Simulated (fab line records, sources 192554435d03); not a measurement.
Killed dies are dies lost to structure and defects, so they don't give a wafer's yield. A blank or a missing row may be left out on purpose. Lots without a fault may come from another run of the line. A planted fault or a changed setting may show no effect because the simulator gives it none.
Chamber matching | flow n5_finfet | N5_BEOL_M2_STRIP_19 on rie_diel-05: 4 sister chambers
The step strips in O2. 4 wafers are shown with their chamber, then 8 later ones without.

WAFERS WITH THEIR CHAMBER
wafer  | chamber | showerhead_plenum_p_Torr (Torr)
L076.4 | 3       | 2.22
L080.4 | 2       | 2.18
L079.3 | 0       | 2.12
L085.2 | 1       | 1.97

WAFERS WITHOUT THEIR CHAMBER
wafer  | showerhead_plenum_p_Torr (Torr)
L085.4 | 2.11
L085.6 | 2.18
L088.2 | 2.21
L088.5 | 1.97
L088.6 | 2.18
L090.2 | 2.21
L090.3 | 1.97
L090.4 | 2.11

WHICH CHAMBER EACH WENT THROUGH
wafer  | from the rows above | in truth
L085.4 | 0                   | 0
L085.6 | 2                   | 2
L088.2 | 3                   | 3
L088.5 | 1                   | 1
L088.6 | 2                   | 2
L090.2 | 3                   | 3
L090.3 | 1                   | 1
L090.4 | 0                   | 0
Placed correctly: 8 of 8. Can't be placed from these rows: 0. Placed wrongly: 0.
How it was worked out, from the rows above alone: a wafer's distance from a chamber is the root of the sum, over the readings, of the square of ((its reading less the chamber's mean) divided by the reading's scatter). The wafer belongs to the nearest chamber; if the next one is less than 2 further off, it can't be placed. A chamber's mean is the mean of its shown wafers. The scatter: with one shown wafer a chamber, the root of the mean of the squares of how far each hidden wafer lies from its nearest shown one.
